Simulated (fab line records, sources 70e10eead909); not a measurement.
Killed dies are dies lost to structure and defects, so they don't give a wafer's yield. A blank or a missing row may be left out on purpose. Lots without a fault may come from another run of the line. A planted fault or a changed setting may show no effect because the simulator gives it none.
fab line records | flow nand_harc
record lots=6 wafers=18 last_day=23
route steps=1159 shown P_M0@273 P_M1@285 END@1159
lots that met no fault: from a run of the same line without faults
start_h: hours from the record's first day to the start of the lot's first wafer shown | wait_h: hours since the lot's step before | " the same as in the row above | L1.1+2: a row that stands for several wafers | - no value, or no start given | * or withheld: withheld | < > ~ a bound
route shown NAME@n: a module of which the file shows steps, and the number in the route of the first | usual: mean/standard deviation of fault-free wafers | same: alike in all rows | chamber/n: place in a boat | sites: the reading at each site | _std_site: their standard deviation | _edge_site: outer sites' mean less inner sites' | radius_mm: how far each site lies from the wafer's centre | mask NAME#n: copy n | behind: the tool/chamber that last shaped the wafer | hold: why the lot was held/for how many hours/how that ended | device: the transistor (n, p or np) that didn't switch | end of line: the same wafers' tests at the end of the route | a step without rows: its recipe alone | killed: dies lost to structure and defects at the first sort, not the wafer's yield | map: a wafer's dies, x killed, . not, _ none there
set.NAME: the setting as run; set.NAME@STEP: as run at that earlier step | model.NAME: the simulator's own value behind a step, which no gauge read
lots at some steps of the route; a table a step, a row a wafer
services: from which hour (start_h, from the record's first day; less than 0 if before it) a tool's chamber was out of use, for how many hours, and why
## steps
# step NHARC_P_M0_PRE_CLEAN_29
# recipe time_s=30 temp_c=280 gas=H2/He
# usual heater_power_w=379/30
# same time_s=30
# columns lot.wafer tool chamber start_h wait_h heater_power_w
L758.1 pvd_sputter-02 - - - 375
L758.3 " - " " 434
L758.4 " - " " 360
L760.1 pvd_sputter-02 - - - 380
L760.2 " - " " 418
L760.5 " - " " 432
L761.1 pvd_sputter-02 - - - 416
L761.2 " - " " 442
L761.6 " - " " 372
L766.4 pvd_sputter-01 - - - 363
L766.5 " - " " 369
L766.6 " - " " 344
L772.2 pvd_sputter-01 - - - 347
L772.3 " - " " 376
L772.6 " - " " 351
L774.2 pvd_sputter-02 - - - 336
L774.4 " - " " 406
L774.5 " - " " 437
# step NHARC_P_M0_PVD_20
# recipe target_thk_a=50 bias_v=168.6 power_w=15000 chamber_pressure_pa=0.12 time_s=8.06 substrate_temp_c=50 material=TaN
# usual throttle_valve_pct=30.3/0.82
# same time_s=8.06
# columns lot.wafer tool chamber start_h wait_h throttle_valve_pct
L758.1 pvd_sputter-02 - - - 31.0
L758.4 " - " " 30.1
L758.3 " - " " 30.2
L760.1 pvd_sputter-02 - - - 30.2
L760.2 " - " " 30.1
L760.5 " - " " 30.3
L761.1 pvd_sputter-02 - - - 30.0
L761.2 " - " " 31.6
L761.6 " - " " 30.5
L766.4 pvd_sputter-01 - - - 30.4
L766.5 " - " " 31.2
L766.6 " - " " 29.9
L772.3 pvd_sputter-01 - - - 31.3
L772.2 " - " " 29.5
L772.6 " - " " 31.3
L774.4 pvd_sputter-02 - - - 30.2
L774.2 " - " " 30.2
L774.5 " - " " 29.9
# step NHARC_P_M0_PVD_21
# recipe target_thk_a=300 chamber_pressure_pa=5 power_w=5000 substrate_temp_c=30 time_s=20.49 material=Cu
# step NHARC_P_M0_ECD_22
# recipe target_thk_a=4000 bath_temp_c=25 material=Cu
# step NHARC_P_M0_ANNEAL_30
# recipe temp_c=225 time_s=90
# step NHARC_P_M0_CMP_23
# recipe t_overpolish_s=20 target_thk_nm=117.53
# usual motor_current_A=12.1/0.85 time_to_endpoint_s=27.9/2.8
# columns lot.wafer tool chamber start_h wait_h motor_current_A time_to_endpoint_s
L758.3 cmp-01 0 128.49 - 11.9 27.6
L758.4 " 1 " " 10.7 30.9
L758.1 " 2 " " 12.2 25.9
L760.1 cmp-01 3 139.50 - 12.9 29.4
L760.2 " 0 " " 12.5 26.9
L760.5 " 3 " " 13.1 31.6
L761.2 cmp-01 0 146.75 - 11.4 23.5
L761.1 " 1 " " 11.2 31.5
L761.6 " 0 " " 12.1 27.2
L766.4 cmp-02 3 182.96 - 11.0 30.9
L766.5 " 3 " " 11.8 27.1
L766.6 " 0 " " 12.4 25.2
L772.2 cmp-01 1 219.27 - 11.1 29.9
L772.3 " 2 " " 12.4 24.5
L772.6 " 0 " " 11.5 26.6
L774.2 cmp-01 1 230.22 - 11.1 26.1
L774.4 " 3 " " 13.1 27.8
L774.5 " 1 " " 10.5 27.6
# step NHARC_P_M0_THK_MEAS_24
# recipe thk_meas_gauge=xrf
# usual thk_nm=117.2/1.5
# columns lot.wafer tool chamber start_h wait_h thk_nm
L758.1 film_metro-02 - 128.81 - 115.4
L758.3 " - " " 118.3
L758.4 " - " " 116.8
L760.1 film_metro-02 - 139.79 - 117.5
L760.2 " - " " 119.6
L760.5 " - " " 117.4
L761.1 film_metro-02 - 147.06 - 115.4
L761.2 " - " " 114.6
L761.6 " - " " 117.0
L766.4 film_metro-01 - 183.28 - 117.5
L766.5 " - " " 120.6
L766.6 " - " " 115.4
L772.2 film_metro-01 - 219.56 - 118.2
L772.3 " - " " 116.2
L772.6 " - " " 118.6
L774.2 film_metro-02 - 230.54 - 115.6
L774.4 " - " " 118.4
L774.5 " - " " 119.7
# step NHARC_P_M0_SRD_25
# step NHARC_P_M0_INSPECT_27
# usual raw_defect_count=339/140
# columns lot.wafer tool chamber start_h wait_h raw_defect_count
L758.1 defect_inspect-01 - 128.96 0.0 404
L758.3 " - " " 285
L758.4 " - " " 271
L760.1 defect_inspect-02 - 139.94 0.0 365
L760.2 " - " " 482
L760.5 " - " " 786
L761.1 defect_inspect-01 - 147.22 0.0 575
L761.2 " - " " 503
L761.6 " - " " 548
L766.4 defect_inspect-02 - 183.44 0.0 261
L766.5 " - " " 341
L766.6 " - " " 239
L772.2 defect_inspect-02 - 219.71 0.0 214
L772.3 " - " " 466
L772.6 " - " " 302
L774.2 defect_inspect-01 - 230.69 0.0 229
L774.4 " - " " 324
L774.5 " - " " 167
# step NHARC_P_M0_PRE_CLEAN_31
# recipe time_s=12 temp_c=370 rf_power_w=300 gas=NH3
# usual heater_power_outer_w=376/70 heater_power_w=645/110
# same time_s=12
# columns lot.wafer tool chamber start_h wait_h heater_power_outer_w heater_power_w
L758.3 pecvd-03 1 129.03 0.1 327 577
L758.1 " 2 " " 427 696
L758.4 " 1 " " 335 556
L760.2 pecvd-01 2 140.03 0.1 275 484
L760.1 " 0 " " 381 718
L760.5 " 2 " " 271 484
L761.1 pecvd-04 2 147.29 0.1 392 640
L761.2 " 0 " " 402 702
L761.6 " 1 " " 570 868
L766.4 pecvd-04 1 183.56 0.1 447 755
L766.5 " 2 " " 416 699
L766.6 " 0 " " 317 595
L772.3 pecvd-04 2 219.79 0.1 353 587
L772.2 " 0 " " 443 800
L772.6 " 2 " " 358 580
L774.2 pecvd-04 0 231.11 0.4 417 748
L774.5 " 2 " " 308 534
L774.4 " 1 " " 529 827
# step NHARC_P_M0_DEP_32
# recipe target_thk_a=300 temp_c=370 target_thk_nm=30 pressure_torr=3 flow_sccm=200 rf_w=450 material=SiCN
# usual heater_power_outer_w=342/70 heater_power_w=598/110
# columns lot.wafer tool chamber start_h wait_h heater_power_outer_w heater_power_w
L758.3 pecvd-03 1 129.11 0.1 344 561
L758.1 " 2 " " 342 573
L758.4 " 1 " " 334 558
L760.2 pecvd-01 2 140.13 0.1 206 376
L760.1 " 0 " " 358 654
L760.5 " 2 " " 206 384
L761.1 pecvd-04 2 147.37 0.1 352 580
L761.2 " 0 " " 362 652
L761.6 " 1 " " 484 793
L766.4 pecvd-04 1 183.73 0.2 494 843
L766.5 " 2 " " 284 494
L766.6 " 0 " " 346 628
L772.3 pecvd-04 2 219.90 0.1 316 542
L772.2 " 0 " " 327 632
L772.6 " 2 " " 310 525
L774.2 pecvd-04 0 231.22 0.1 379 677
L774.5 " 2 " " 273 469
L774.4 " 1 " " 436 727
# step NHARC_P_M1_DEP_00
# recipe target_thk_a=1825 target_thk_nm=182.5 temp_c=withheld pressure_torr=5 flow_sccm=200 rf_w=600 material=SiOC
# columns lot.wafer tool chamber start_h wait_h
L758.1+3+4 pecvd-03 1,2,0 129.50 -
L760.1+2+5 pecvd-04 1,2,1 140.55 -
L761.1+2+6 pecvd-01 2,1,2 147.78 -
L761.1+2+6 pecvd-01 2,1,2 148.43 -
L766.5+4+6 pecvd-04 1,2,0 184.13 -
L766.5+4+6 pecvd-04 1,2,0 184.70 -
L772.3+2+6 pecvd-04 1,2,0 220.27 -
L774.2+5+4 pecvd-03 0,0,1 231.59 -
# step NHARC_P_M1_DEHYDRATE_01
# recipe temp_c=150 time_s=120
# step NHARC_END_SORT_01
# recipe temp_c=25
# usual defect_limited_yield=95.1/1.6 killed_at_array=29/11 killed_at_other=0.6/1 killed_at_periphery=3.1/2.1 killed_dies=33/11 killed_open=3.1/1.9 killed_short=1.9/1.5 sort_bin_2_pct=1.5/0.66 sort_bin_3_pct=0.29/0.23 sort_bin_4_pct=3.1/0.98 sort_n_pass=644/11 sort_rim_yield_pct=96.9/2.3 sort_yield_pct=95.1/1.6
# same gross_dies=677 sort_bin_5_pct[%]=0 sort_bin_6_pct[%]=0 sort_bin_7_pct[%]=0 sort_bin_8_pct[%]=0 sort_rim_n_gross=106.00
# columns lot.wafer tool chamber start_h wait_h defect_limited_yield[%] killed_at_array killed_at_other killed_at_periphery killed_dies killed_open killed_short sort_bin_2_pct[%] sort_bin_3_pct[%] sort_bin_4_pct[%] sort_n_pass sort_rim_yield_pct[%] sort_yield_pct[%]
L772.2 prober-02 0 540.01 2.8 93.6 40 0 3 43 3 5 2.1 0.59 3.7 634 94.3 93.6
L772.3 prober-02 0 540.82 3.1 92.0 46 0 8 54 4 4 2.7 0.59 4.7 623 97.2 92.0
L772.6 prober-02 0 543.24 4.0 91.7 52 2 2 56 3 1 2.7 0 5.6 621 94.3 91.7
# killed by level:class
L772.2 A_SLIT:chamber_film_flake=11 A_CONTACT:chamber_film_flake=9 A_CHANNEL_HOLE_D1:chamber_film_flake=6 A_STAIRCASE:chamber_film_flake=5 A_CHANNEL_HOLE_D1:geometric_particle:open=2 A_SGD_CUT:geometric_particle:short=2 P_M2:chamber_film_flake=2 A_CHANNEL_FILL_D1:geometric_particle:short=1
L772.3 A_SLIT:chamber_film_flake=18 A_STAIRCASE:chamber_film_flake=9 A_CHANNEL_HOLE_D1:chamber_film_flake=5 A_BLC:chamber_film_flake=5 P_M2:chamber_film_flake=3 A_CONTACT:chamber_film_flake=3 P_CONTACT:geometric_particle:open=2 A_ONON_D1:geometric_particle:open=2
L772.6 A_SLIT:chamber_film_flake=24 A_CHANNEL_HOLE_D1:chamber_film_flake=8 A_STAIRCASE:chamber_film_flake=6 A_CONTACT:chamber_film_flake=5 A_BLC:chamber_film_flake=5 A_WL_FILL:geometric_particle:open=2 P_M2:chamber_film_flake=2 THIN_TSV:chamber_film_flake=2
## services
# columns tool chamber start_h hours kind
pecvd-03 - 111.00 13.0 pm
pvd_sputter-01 - 121.60 3.0 repair
cmp-01 - 126.16 0.8 repair
cmp-02 - 128.61 4.0 pm
pecvd-03 1 132.95 12.2 repair
pecvd-03 2 136.42 11.0 repair
pvd_sputter-01 - 149.57 1.4 repair
pvd_sputter-02 - 152.70 2.4 repair
pvd_sputter-01 - 158.00 10.0 pm
pvd_sputter-01 - 173.37 2.2 repair
cmp-01 - 179.18 1.2 repair
cmp-01 - 184.33 - consumable_replace:conditioner
cmp-02 - 185.38 1.0 repair
cmp-01 - 188.53 2.1 repair
pecvd-04 - 196.30 13.0 pm
pecvd-04 0 196.30 13.0 vent_cycle
pecvd-04 1 196.30 13.0 vent_cycle
pecvd-04 2 196.30 13.0 vent_cycle
cmp-02 - 208.15 2.0 repair
pecvd-04 0 209.30 - clean
pecvd-04 1 209.30 - clean
pecvd-04 2 209.30 - clean
pvd_sputter-02 - 214.00 10.0 pm
cmp-02 - 226.72 4.0 pm
## key
first_sign step=NHARC_P_M1_DEP_00 reading=visit direction=added
effect none on later readings
met_at NHARC_P_M1_DEP_00
struck_wafers L761.1,L761.2,L761.6,L766.4,L766.5,L766.6
fault kind=repeated_step_whole tool=pecvd-01,pecvd-03,pecvd-04 chamber=- onset_h=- steps=NHARC_P_M1_DEP_00 times=1 scope=struck_lots_only
